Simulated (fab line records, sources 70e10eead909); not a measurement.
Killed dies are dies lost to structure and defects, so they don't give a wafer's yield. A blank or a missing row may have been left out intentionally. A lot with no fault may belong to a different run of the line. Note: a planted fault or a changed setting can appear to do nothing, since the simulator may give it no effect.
What tool caused it? / flow nand harc / Sampling: 24 lots, 72 wafers, 6 of 1302 route steps

WHAT THE GAUGES SHOWED, per wafer
NHARC_P_M2_OVL_MEAS_10: pitch 340 nm.
lot=L074; measured=day 6 16:22; on=overlay-01; overlay x nm (nm)=0.1 -0.3 -0.7; overlay y nm (nm)=-0.9 -0.4 -0.6
lot=L075; measured=day 6 23:40; on=overlay-02; overlay x nm (nm)=-0.5 -0.2 -0.3; overlay y nm (nm)=1.0 1.2 0.8
lot=L076; measured=day 7 05:09; on=overlay-02; overlay x nm (nm)=-0.1 0.1 -0.2; overlay y nm (nm)=1.7 1.6 1.8
lot=L077; measured=day 7 23:30; on=overlay-01; overlay x nm (nm)=0.4 0.2 0.0; overlay y nm (nm)=0.0 -0.4 0.7
lot=L078; measured=day 8 01:31; on=overlay-01; overlay x nm (nm)=0.1 1.4 0.7; overlay y nm (nm)=2.1 2.4 2.5
lot=L079; measured=day 8 14:36; on=overlay-02; overlay x nm (nm)=-1.2 -1.2 -0.8; overlay y nm (nm)=1.0 0.8 0.6
lot=L081; measured=day 9 06:09; on=overlay-01; overlay x nm (nm)=-1.0 -0.5 -1.0; overlay y nm (nm)=2.3 1.9 1.6
lot=L080; measured=day 9 07:26; on=overlay-01; overlay x nm (nm)=1.3 1.1 1.0; overlay y nm (nm)=-1.0 -0.1 -0.6
lot=L082; measured=day 9 19:24; on=overlay-01; overlay x nm (nm)=-1.2 -1.1 -0.4; overlay y nm (nm)=0.5 -0.1 -0.3
lot=L083; measured=day 10 11:50; on=overlay-01; overlay x nm (nm)=1.0 1.0 0.9; overlay y nm (nm)=-1.2 -0.9 -1.3
lot=L084; measured=day 10 20:07; on=overlay-01; overlay x nm (nm)=0.2 0.1 0.3; overlay y nm (nm)=-1.7 -1.9 -2.4
lot=L085; measured=day 11 09:07; on=overlay-01; overlay x nm (nm)=0.2 0.3 -0.1; overlay y nm (nm)=0.3 1.2 0.8
lot=L087; measured=day 11 17:11; on=overlay-01; overlay x nm (nm)=-0.7 -0.9 -0.7; overlay y nm (nm)=0.1 -0.5 0.2
lot=L086; measured=day 11 17:59; on=overlay-01; overlay x nm (nm)=-0.9 -0.8 -0.6; overlay y nm (nm)=1.2 0.7 0.6
lot=L088; measured=day 12 12:38; on=overlay-01; overlay x nm (nm)=-1.4 -1.2 -1.1; overlay y nm (nm)=-1.0 -1.2 -1.1
lot=L089; measured=day 12 13:38; on=overlay-01; overlay x nm (nm)=0.6 0.1 -0.4; overlay y nm (nm)=-0.5 -1.2 -0.7
lot=L090; measured=day 13 03:29; on=overlay-01; overlay x nm (nm)=2.2 2.0 1.8; overlay y nm (nm)=-1.1 -1.4 -0.9
lot=L091; measured=day 13 13:53; on=overlay-02; overlay x nm (nm)=1.1 0.8 0.3; overlay y nm (nm)=-0.6 -0.6 -0.5
lot=L092; measured=day 13 18:59; on=overlay-01; overlay x nm (nm)=-0.9 -0.1 -0.3; overlay y nm (nm)=-0.6 -0.5 -0.1
lot=L093; measured=day 14 06:49; on=overlay-01; overlay x nm (nm)=0.0 0.5 0.4; overlay y nm (nm)=-0.1 -0.4 -0.6
lot=L094; measured=day 14 14:31; on=overlay-02; overlay x nm (nm)=1.5 0.9 1.2; overlay y nm (nm)=0.8 0.8 1.2
lot=L095; measured=day 15 05:47; on=overlay-01; overlay x nm (nm)=-0.2 -0.5 -0.1; overlay y nm (nm)=0.2 0.4 -0.4
lot=L096; measured=day 15 14:26; on=overlay-01; overlay x nm (nm)=0.4 1.3 0.9; overlay y nm (nm)=1.1 1.5 1.4
lot=L097; measured=day 15 20:35; on=overlay-01; overlay x nm (nm)=-0.6 -0.5 -0.7; overlay y nm (nm)=0.8 0.5 0.4

NHARC_P_BONDPAD_CD_MEAS_09: target cd 500 nm.
lot=L074; measured=day 6 20:51; on=cd sem-03; cd nm (nm)=500.5 501.9 499.7
lot=L075; measured=day 7 04:10; on=cd sem-02; cd nm (nm)=497.4 501.9 497.6
lot=L076; measured=day 7 09:37; on=cd sem-01; cd nm (nm)=495.0 501.9 495.5
lot=L077; measured=day 8 03:59; on=cd sem-02; cd nm (nm)=497.8 498.0 497.4
lot=L078; measured=day 8 05:49; on=cd sem-01; cd nm (nm)=498.0 499.7 503.9
lot=L079; measured=day 8 19:20; on=cd sem-01; cd nm (nm)=504.5 503.5 503.6
lot=L081; measured=day 9 10:37; on=cd sem-01; cd nm (nm)=502.8 501.5 498.2
lot=L080; measured=day 9 11:55; on=cd sem-02; cd nm (nm)=499.3 502.2 502.2
lot=L082; measured=day 9 23:59; on=cd sem-03; cd nm (nm)=504.0 501.3 501.0
lot=L083; measured=day 10 16:41; on=cd sem-03; cd nm (nm)=499.9 504.9 502.7
lot=L084; measured=day 11 04:55; on=cd sem-03; cd nm (nm)=501.3 501.0 501.8
lot=L085; measured=day 11 13:58; on=cd sem-01; cd nm (nm)=502.3 500.2 498.1
lot=L087; measured=day 11 21:39; on=cd sem-03; cd nm (nm)=498.4 497.1 496.9
lot=L086; measured=day 11 22:18; on=cd sem-03; cd nm (nm)=497.2 498.3 496.2
lot=L088; measured=day 12 17:14; on=cd sem-01; cd nm (nm)=501.6 496.0 498.7
lot=L089; measured=day 12 18:16; on=cd sem-01; cd nm (nm)=499.9 503.9 502.1
lot=L090; measured=day 13 07:56; on=cd sem-03; cd nm (nm)=495.0 501.2 502.1
lot=L091; measured=day 13 18:11; on=cd sem-02; cd nm (nm)=502.7 496.8 500.9
lot=L092; measured=day 13 23:20; on=cd sem-02; cd nm (nm)=500.4 501.1 498.5
lot=L093; measured=day 14 11:27; on=cd sem-03; cd nm (nm)=496.9 499.9 497.5
lot=L094; measured=day 14 18:59; on=cd sem-02; cd nm (nm)=502.4 500.6 501.9
lot=L095; measured=day 15 10:19; on=cd sem-03; cd nm (nm)=499.9 500.5 499.3
lot=L096; measured=day 15 18:55; on=cd sem-01; cd nm (nm)=497.6 499.1 498.0
lot=L097; measured=day 16 00:56; on=cd sem-02; cd nm (nm)=497.7 497.7 503.1

NHARC_A_SOURCE_PLATE_THK_MEAS_06: measures by ellipsometry.
lot=L074; measured=day 7 22:51; on=film metro-02; thk nm (nm)=198.5 200.6 199.8
lot=L075; measured=day 8 10:08; on=film metro-02; thk nm (nm)=198.3 200.5 198.9
lot=L076; measured=day 8 10:08; on=film metro-01; thk nm (nm)=202.6 200.0 202.7
lot=L077; measured=day 9 06:59; on=film metro-01; thk nm (nm)=197.2 198.0 198.7
lot=L078; measured=day 9 06:59; on=film metro-02; thk nm (nm)=204.1 204.6 202.3
lot=L079; measured=day 9 20:44; on=film metro-01; thk nm (nm)=203.6 201.5 201.3
lot=L081; measured=day 10 16:14; on=film metro-01; thk nm (nm)=198.3 197.6 195.7
lot=L080; measured=day 10 16:14; on=film metro-02; thk nm (nm)=196.0 198.2 198.6
lot=L082; measured=day 11 01:11; on=film metro-01; thk nm (nm)=199.5 197.6 203.8
lot=L083; measured=day 11 17:48; on=film metro-02; thk nm (nm)=199.5 200.9 200.6
lot=L084; measured=day 12 07:20; on=film metro-02; thk nm (nm)=198.6 199.4 197.7
lot=L085; measured=day 12 15:58; on=film metro-02; thk nm (nm)=201.0 200.7 199.5
lot=L087; measured=day 13 00:50; on=film metro-02; thk nm (nm)=197.5 200.3 199.7
lot=L086; measured=day 13 00:50; on=film metro-01; thk nm (nm)=197.7 199.0 198.1
lot=L088; measured=day 13 18:57; on=film metro-02; thk nm (nm)=201.0 200.6 200.7
lot=L089; measured=day 13 18:58; on=film metro-02; thk nm (nm)=198.1 194.7 196.1
lot=L090; measured=day 14 11:25; on=film metro-02; thk nm (nm)=205.7 198.9 200.7
lot=L091; measured=day 14 22:21; on=film metro-02; thk nm (nm)=198.6 201.1 201.4
lot=L092; measured=day 15 04:11; on=film metro-02; thk nm (nm)=197.5 197.3 197.6
lot=L093; measured=day 15 14:46; on=film metro-01; thk nm (nm)=200.1 201.1 200.5
lot=L094; measured=day 15 20:32; on=film metro-02; thk nm (nm)=199.7 199.4 200.5
lot=L095; measured=day 17 04:03; on=film metro-02; thk nm (nm)=198.3 198.8 197.6
lot=L096; measured=day 17 04:08; on=film metro-02; thk nm (nm)=200.7 203.1 201.5
lot=L097; measured=day 17 19:11; on=film metro-02; thk nm (nm)=196.1 198.0 198.2

WHAT TOOL EACH LOT RAN ON (gives the tool, then ch and the chambers of the sampled wafers, and finally the start)
lot=L074; NHARC_P_BONDPAD_DEP_00=pecvd-03 ch 0,1, day 6 19:41; NHARC_P_BONDPAD_ETCH_12=rie diel-05 ch 0,1, day 7 22:51 or earlier; NHARC_P_BONDPAD_PVD_27=pvd sputter-01, day 7 22:51 or earlier
lot=L075; NHARC_P_BONDPAD_DEP_00=pecvd-03 ch 0,1, day 7 02:56; NHARC_P_BONDPAD_ETCH_12=rie diel-05 ch 2,3, day 8 10:08 or earlier; NHARC_P_BONDPAD_PVD_27=pvd sputter-03, day 8 10:08 or earlier
lot=L076; NHARC_P_BONDPAD_DEP_00=pecvd-03 ch 0,1, day 7 08:25; NHARC_P_BONDPAD_ETCH_12=rie diel-12 ch 0,1, day 8 10:08 or earlier; NHARC_P_BONDPAD_PVD_27=pvd sputter-03, day 8 10:08 or earlier
lot=L077; NHARC_P_BONDPAD_DEP_00=pecvd-01 ch 0,1,2, day 8 02:53; NHARC_P_BONDPAD_ETCH_12=rie diel-07 ch 1,2,3, day 9 06:59 or earlier; NHARC_P_BONDPAD_PVD_27=pvd sputter-02, day 9 06:59 or earlier
lot=L078; NHARC_P_BONDPAD_DEP_00=pecvd-02 ch 0,1,2, day 8 05:49 or earlier; NHARC_P_BONDPAD_ETCH_12=rie diel-05 ch 0,2,3, day 9 06:59 or earlier; NHARC_P_BONDPAD_PVD_27=pvd sputter-02, day 9 06:59 or earlier
lot=L079; NHARC_P_BONDPAD_DEP_00=pecvd-01 ch 1,2, day 8 18:11; NHARC_P_BONDPAD_ETCH_12=rie diel-07 ch 1,2, day 9 20:44 or earlier; NHARC_P_BONDPAD_PVD_27=pvd sputter-01, day 9 20:44 or earlier
lot=L081; NHARC_P_BONDPAD_DEP_00=pecvd-02 ch 0,2, day 9 09:23; NHARC_P_BONDPAD_ETCH_12=rie diel-05 ch 0,3, day 10 16:14 or earlier; NHARC_P_BONDPAD_PVD_27=pvd sputter-03, day 10 16:14 or earlier
lot=L080; NHARC_P_BONDPAD_DEP_00=pecvd-01 ch 0,1, day 9 10:41; NHARC_P_BONDPAD_ETCH_12=rie diel-12 ch 0,2,3, day 10 16:14 or earlier; NHARC_P_BONDPAD_PVD_27=pvd sputter-03, day 10 16:14 or earlier
lot=L082; NHARC_P_BONDPAD_DEP_00=pecvd-02 ch 0,1, day 9 22:37; NHARC_P_BONDPAD_ETCH_12=rie diel-12 ch 2,3, day 11 01:11 or earlier; NHARC_P_BONDPAD_PVD_27=pvd sputter-02, day 11 01:11 or earlier
lot=L083; NHARC_P_BONDPAD_DEP_00=pecvd-03 ch 1,2, day 10 16:41 or earlier; NHARC_P_BONDPAD_ETCH_12=rie diel-12 ch 0,1,3, day 11 17:48 or earlier; NHARC_P_BONDPAD_PVD_27=pvd sputter-02, day 11 17:48 or earlier
lot=L084; NHARC_P_BONDPAD_DEP_00=pecvd-02 ch 0,1, day 11 03:41; NHARC_P_BONDPAD_ETCH_12=rie diel-12 ch 1,2, day 12 07:20 or earlier; NHARC_P_BONDPAD_PVD_27=pvd sputter-02, day 12 07:20 or earlier
lot=L085; NHARC_P_BONDPAD_DEP_00=pecvd-01 ch 1,2, day 11 12:52; NHARC_P_BONDPAD_ETCH_12=rie diel-05 ch 1,2,3, day 12 15:58 or earlier; NHARC_P_BONDPAD_PVD_27=pvd sputter-01, day 12 15:58 or earlier
lot=L087; NHARC_P_BONDPAD_DEP_00=pecvd-02 ch 0,2, day 11 21:39 or earlier; NHARC_P_BONDPAD_ETCH_12=rie diel-07 ch 2,3, day 13 00:50 or earlier; NHARC_P_BONDPAD_PVD_27=pvd sputter-02, day 13 00:50 or earlier
lot=L086; NHARC_P_BONDPAD_DEP_00=pecvd-02 ch 0,1, day 11 22:18 or earlier; NHARC_P_BONDPAD_ETCH_12=rie diel-07 ch 0,1,2, day 13 00:50 or earlier; NHARC_P_BONDPAD_PVD_27=pvd sputter-02, day 13 00:50 or earlier
lot=L088; NHARC_P_BONDPAD_DEP_00=pecvd-01 ch 0,2, day 12 15:52; NHARC_P_BONDPAD_ETCH_12=rie diel-05 ch 0,1,2, day 13 18:57 or earlier; NHARC_P_BONDPAD_PVD_27=pvd sputter-01, day 13 18:57 or earlier
lot=L089; NHARC_P_BONDPAD_DEP_00=pecvd-02 ch 1,2, day 12 17:05; NHARC_P_BONDPAD_ETCH_12=rie diel-12 ch 0,3, day 13 18:58 or earlier; NHARC_P_BONDPAD_PVD_27=pvd sputter-01, day 13 18:58 or earlier
lot=L090; NHARC_P_BONDPAD_DEP_00=pecvd-03 ch 0,1, day 13 06:43; NHARC_P_BONDPAD_ETCH_12=rie diel-12 ch 0,1,2, day 14 11:25 or earlier; NHARC_P_BONDPAD_PVD_27=pvd sputter-02, day 14 11:25 or earlier
lot=L091; NHARC_P_BONDPAD_DEP_00=pecvd-02 ch 0,1, day 13 18:11 or earlier; NHARC_P_BONDPAD_ETCH_12=rie diel-12 ch 2,3, day 14 22:21 or earlier; NHARC_P_BONDPAD_PVD_27=pvd sputter-02, day 14 22:21 or earlier
lot=L092; NHARC_P_BONDPAD_DEP_00=pecvd-01 ch 0,1, day 13 22:14; NHARC_P_BONDPAD_ETCH_12=rie diel-07 ch 0,3, day 15 04:11 or earlier; NHARC_P_BONDPAD_PVD_27=pvd sputter-01, day 15 04:11 or earlier
lot=L093; NHARC_P_BONDPAD_DEP_00=pecvd-02 ch 0,1, day 14 10:16; NHARC_P_BONDPAD_ETCH_12=rie diel-12 ch 0,1, day 15 14:46 or earlier; NHARC_P_BONDPAD_PVD_27=pvd sputter-01, day 15 14:46 or earlier
lot=L094; NHARC_P_BONDPAD_DEP_00=pecvd-03 ch 1,2, day 14 17:51; NHARC_P_BONDPAD_ETCH_12=rie diel-07 ch 1,2, day 15 20:32 or earlier; NHARC_P_BONDPAD_PVD_27=pvd sputter-01, day 15 20:32 or earlier
lot=L095; NHARC_P_BONDPAD_DEP_00=pecvd-01 ch 0,1, day 15 09:11; NHARC_P_BONDPAD_ETCH_12=rie diel-12 ch 0,3, day 17 04:03 or earlier; NHARC_P_BONDPAD_PVD_27=pvd sputter-02, day 17 04:03 or earlier
lot=L096; NHARC_P_BONDPAD_DEP_00=pecvd-02 ch 0,1,2, day 15 18:55 or earlier; NHARC_P_BONDPAD_ETCH_12=rie diel-05 ch 1,2,3, day 17 04:08 or earlier; NHARC_P_BONDPAD_PVD_27=pvd sputter-02, day 17 04:08 or earlier
lot=L097; NHARC_P_BONDPAD_DEP_00=pecvd-03 ch 0,2, day 15 23:50; NHARC_P_BONDPAD_ETCH_12=rie diel-07 ch 1,3, day 17 19:11 or earlier; NHARC_P_BONDPAD_PVD_27=pvd sputter-01, day 17 19:11 or earlier
- NHARC_P_BONDPAD_DEP_00: deposits SiCN, target thk 250 nm.
- NHARC_P_BONDPAD_ETCH_12: etches the open film in CHF3/O2, target depth 200 nm, time 100 s.
- NHARC_P_BONDPAD_PVD_27: deposits Cu, target thk 30 nm, time 20.49 s.

WHAT THE TOOLS THEMSELVES READ (means of the sampled wafers that have a number; where no wafer has one, the mark that the record gives instead)
NHARC_P_BONDPAD_DEP_00.
lot=L074; tool=pecvd-03; heater power w (W)=573; rf fwd power W (W)=449.3
lot=L075; tool=pecvd-03; heater power w (W)=580; rf fwd power W (W)=449.0
lot=L076; tool=pecvd-03; heater power w (W)=553; rf fwd power W (W)=447.9
lot=L077; tool=pecvd-01; heater power w (W)=589; rf fwd power W (W)=449.8
lot=L078; tool=pecvd-02; heater power w (W)=539; rf fwd power W (W)=450.0
lot=L079; tool=pecvd-01; heater power w (W)=642; rf fwd power W (W)=448.9
lot=L081; tool=pecvd-02; heater power w (W)=592; rf fwd power W (W)=447.4
lot=L080; tool=pecvd-01; heater power w (W)=526; rf fwd power W (W)=448.9
lot=L082; tool=pecvd-02; heater power w (W)=587; rf fwd power W (W)=449.0
lot=L083; tool=pecvd-03; heater power w (W)=616; rf fwd power W (W)=451.0
lot=L084; tool=pecvd-02; heater power w (W)=620; rf fwd power W (W)=448.0
lot=L085; tool=pecvd-01; heater power w (W)=566; rf fwd power W (W)=449.9
lot=L087; tool=pecvd-02; heater power w (W)=637; rf fwd power W (W)=450.0
lot=L086; tool=pecvd-02; heater power w (W)=563; rf fwd power W (W)=449.3
lot=L088; tool=pecvd-01; heater power w (W)=514; rf fwd power W (W)=449.4
lot=L089; tool=pecvd-02; heater power w (W)=550; rf fwd power W (W)=449.3
lot=L090; tool=pecvd-03; heater power w (W)=583; rf fwd power W (W)=450.0
lot=L091; tool=pecvd-02; heater power w (W)=614; rf fwd power W (W)=448.5
lot=L092; tool=pecvd-01; heater power w (W)=553; rf fwd power W (W)=449.4
lot=L093; tool=pecvd-02; heater power w (W)=567; rf fwd power W (W)=447.0
lot=L094; tool=pecvd-03; heater power w (W)=589; rf fwd power W (W)=448.5
lot=L095; tool=pecvd-01; heater power w (W)=552; rf fwd power W (W)=449.6
lot=L096; tool=pecvd-02; heater power w (W)=604; rf fwd power W (W)=449.6
lot=L097; tool=pecvd-03; heater power w (W)=571; rf fwd power W (W)=447.8

NHARC_P_BONDPAD_ETCH_12.
lot=L074; tool=rie diel-05; drypump motor current A (A)=5.7; mfc ar sccm (sccm)=199.6; oes product au (a.u.)=0.918; rf fwd power W (W)=495.8; rf vpp V (V)=372.9; showerhead plenum p Torr (Torr)=2.50; throttle valve pct (%)=20.577
lot=L075; tool=rie diel-05; drypump motor current A (A)=5.6; mfc ar sccm (sccm)=200.0; oes product au (a.u.)=0.972; rf fwd power W (W)=498.4; rf vpp V (V)=370.7; showerhead plenum p Torr (Torr)=2.42; throttle valve pct (%)=20.573
lot=L076; tool=rie diel-12; drypump motor current A (A)=5.4; mfc ar sccm (sccm)=200.3; oes product au (a.u.)=0.910; rf fwd power W (W)=498.4; rf vpp V (V)=369.4; showerhead plenum p Torr (Torr)=2.31; throttle valve pct (%)=20.573
lot=L077; tool=rie diel-07; drypump motor current A (A)=6.0; mfc ar sccm (sccm)=199.9; oes product au (a.u.)=0.917; rf fwd power W (W)=497.2; rf vpp V (V)=372.5; showerhead plenum p Torr (Torr)=2.49; throttle valve pct (%)=20.572
lot=L078; tool=rie diel-05; drypump motor current A (A)=5.7; mfc ar sccm (sccm)=199.6; oes product au (a.u.)=0.965; rf fwd power W (W)=496.6; rf vpp V (V)=371.9; showerhead plenum p Torr (Torr)=2.47; throttle valve pct (%)=20.575
lot=L079; tool=rie diel-07; drypump motor current A (A)=6.1; mfc ar sccm (sccm)=200.4; oes product au (a.u.)=0.919; rf fwd power W (W)=495.7; rf vpp V (V)=373.4; showerhead plenum p Torr (Torr)=2.53; throttle valve pct (%)=20.573
lot=L081; tool=rie diel-05; drypump motor current A (A)=5.5; mfc ar sccm (sccm)=200.5; oes product au (a.u.)=0.964; rf fwd power W (W)=494.8; rf vpp V (V)=370.6; showerhead plenum p Torr (Torr)=2.41; throttle valve pct (%)=20.564
lot=L080; tool=rie diel-12; drypump motor current A (A)=5.7; mfc ar sccm (sccm)=199.4; oes product au (a.u.)=0.936; rf fwd power W (W)=496.9; rf vpp V (V)=370.3; showerhead plenum p Torr (Torr)=2.41; throttle valve pct (%)=20.574
lot=L082; tool=rie diel-12; drypump motor current A (A)=5.5; mfc ar sccm (sccm)=200.1; oes product au (a.u.)=0.937; rf fwd power W (W)=495.9; rf vpp V (V)=370.8; showerhead plenum p Torr (Torr)=2.43; throttle valve pct (%)=20.573
lot=L083; tool=rie diel-12; drypump motor current A (A)=5.7; mfc ar sccm (sccm)=199.9; oes product au (a.u.)=0.922; rf fwd power W (W)=495.1; rf vpp V (V)=370.2; showerhead plenum p Torr (Torr)=2.37; throttle valve pct (%)=20.568
lot=L084; tool=rie diel-12; drypump motor current A (A)=5.2; mfc ar sccm (sccm)=200.2; oes product au (a.u.)=0.928; rf fwd power W (W)=495.1; rf vpp V (V)=369.7; showerhead plenum p Torr (Torr)=2.34; throttle valve pct (%)=20.576
lot=L085; tool=rie diel-05; drypump motor current A (A)=5.7; mfc ar sccm (sccm)=199.8; oes product au (a.u.)=0.961; rf fwd power W (W)=495.2; rf vpp V (V)=372.6; showerhead plenum p Torr (Torr)=2.46; throttle valve pct (%)=20.576
lot=L087; tool=rie diel-07; drypump motor current A (A)=6.0; mfc ar sccm (sccm)=200.3; oes product au (a.u.)=0.956; rf fwd power W (W)=496.2; rf vpp V (V)=372.3; showerhead plenum p Torr (Torr)=2.47; throttle valve pct (%)=20.577
lot=L086; tool=rie diel-07; drypump motor current A (A)=5.9; mfc ar sccm (sccm)=200.6; oes product au (a.u.)=0.915; rf fwd power W (W)=496.1; rf vpp V (V)=372.2; showerhead plenum p Torr (Torr)=2.48; throttle valve pct (%)=20.577
lot=L088; tool=rie diel-05; drypump motor current A (A)=5.8; mfc ar sccm (sccm)=200.1; oes product au (a.u.)=0.936; rf fwd power W (W)=495.8; rf vpp V (V)=371.7; showerhead plenum p Torr (Torr)=2.50; throttle valve pct (%)=20.568
lot=L089; tool=rie diel-12; drypump motor current A (A)=5.8; mfc ar sccm (sccm)=199.9; oes product au (a.u.)=0.956; rf fwd power W (W)=498.1; rf vpp V (V)=369.6; showerhead plenum p Torr (Torr)=2.38; throttle valve pct (%)=20.579
lot=L090; tool=rie diel-12; drypump motor current A (A)=5.4; mfc ar sccm (sccm)=200.2; oes product au (a.u.)=0.960; rf fwd power W (W)=496.6; rf vpp V (V)=369.7; showerhead plenum p Torr (Torr)=2.34; throttle valve pct (%)=20.574
lot=L091; tool=rie diel-12; drypump motor current A (A)=5.4; mfc ar sccm (sccm)=199.8; oes product au (a.u.)=0.929; rf fwd power W (W)=494.8; rf vpp V (V)=371.1; showerhead plenum p Torr (Torr)=2.43; throttle valve pct (%)=20.576
lot=L092; tool=rie diel-07; drypump motor current A (A)=5.6; mfc ar sccm (sccm)=200.3; oes product au (a.u.)=0.951; rf fwd power W (W)=496.5; rf vpp V (V)=371.0; showerhead plenum p Torr (Torr)=2.41; throttle valve pct (%)=20.569
lot=L093; tool=rie diel-12; drypump motor current A (A)=5.5; mfc ar sccm (sccm)=200.0; oes product au (a.u.)=0.919; rf fwd power W (W)=496.3; rf vpp V (V)=368.7; showerhead plenum p Torr (Torr)=2.32; throttle valve pct (%)=20.573
lot=L094; tool=rie diel-07; drypump motor current A (A)=6.0; mfc ar sccm (sccm)=199.8; oes product au (a.u.)=0.946; rf fwd power W (W)=494.0; rf vpp V (V)=373.1; showerhead plenum p Torr (Torr)=2.53; throttle valve pct (%)=20.565
lot=L095; tool=rie diel-12; drypump motor current A (A)=5.8; mfc ar sccm (sccm)=200.3; oes product au (a.u.)=0.917; rf fwd power W (W)=497.7; rf vpp V (V)=370.1; showerhead plenum p Torr (Torr)=2.38; throttle valve pct (%)=20.578
lot=L096; tool=rie diel-05; drypump motor current A (A)=5.7; mfc ar sccm (sccm)=199.7; oes product au (a.u.)=0.968; rf fwd power W (W)=496.2; rf vpp V (V)=372.0; showerhead plenum p Torr (Torr)=2.46; throttle valve pct (%)=20.571
lot=L097; tool=rie diel-07; drypump motor current A (A)=6.0; mfc ar sccm (sccm)=199.9; oes product au (a.u.)=0.928; rf fwd power W (W)=497.5; rf vpp V (V)=372.5; showerhead plenum p Torr (Torr)=2.47; throttle valve pct (%)=20.572

NHARC_P_BONDPAD_PVD_27.
lot=L074; tool=pvd sputter-01; throttle valve pct (%)=31.5
lot=L075; tool=pvd sputter-03; throttle valve pct (%)=29.7
lot=L076; tool=pvd sputter-03; throttle valve pct (%)=30.2
lot=L077; tool=pvd sputter-02; throttle valve pct (%)=29.6
lot=L078; tool=pvd sputter-02; throttle valve pct (%)=29.1
lot=L079; tool=pvd sputter-01; throttle valve pct (%)=31.0
lot=L081; tool=pvd sputter-03; throttle valve pct (%)=30.1
lot=L080; tool=pvd sputter-03; throttle valve pct (%)=30.5
lot=L082; tool=pvd sputter-02; throttle valve pct (%)=29.4
lot=L083; tool=pvd sputter-02; throttle valve pct (%)=28.9
lot=L084; tool=pvd sputter-02; throttle valve pct (%)=29.2
lot=L085; tool=pvd sputter-01; throttle valve pct (%)=29.4
lot=L087; tool=pvd sputter-02; throttle valve pct (%)=29.2
lot=L086; tool=pvd sputter-02; throttle valve pct (%)=29.6
lot=L088; tool=pvd sputter-01; throttle valve pct (%)=29.4
lot=L089; tool=pvd sputter-01; throttle valve pct (%)=30.6
lot=L090; tool=pvd sputter-02; throttle valve pct (%)=29.2
lot=L091; tool=pvd sputter-02; throttle valve pct (%)=29.0
lot=L092; tool=pvd sputter-01; throttle valve pct (%)=30.0
lot=L093; tool=pvd sputter-01; throttle valve pct (%)=28.9
lot=L094; tool=pvd sputter-01; throttle valve pct (%)=29.5
lot=L095; tool=pvd sputter-02; throttle valve pct (%)=30.0
lot=L096; tool=pvd sputter-02; throttle valve pct (%)=29.8
lot=L097; tool=pvd sputter-01; throttle valve pct (%)=29.9

THE ANSWER, worked out from the rows above alone
Rule: usual is defined by the lots themselves. Put in order of their means at a reading, lots are off if they are a third of the lots or fewer, leave a main group of 4 or more, and stand apart from it by a gap of 3 or more times the standard deviation of the main group's means; of several such gaps the widest counts. A main group is skipped when, at the precision printed for the reading in the tables above, its means are all equal. A lot without any number at a reading at which 4 lots or more have one is off too. The other lots that the step has rows for count as sound. First the gauges in route order, then the tools' own readings, where a lot's mean is used as printed above. The first step at which some lot is off is used, and at that step the reading that is off furthest; a lot without a number counts as furthest.
No lot is off on any of the readings shown, so nothing can be concluded from this.

WHAT THE SIMULATOR HAD INSERTED
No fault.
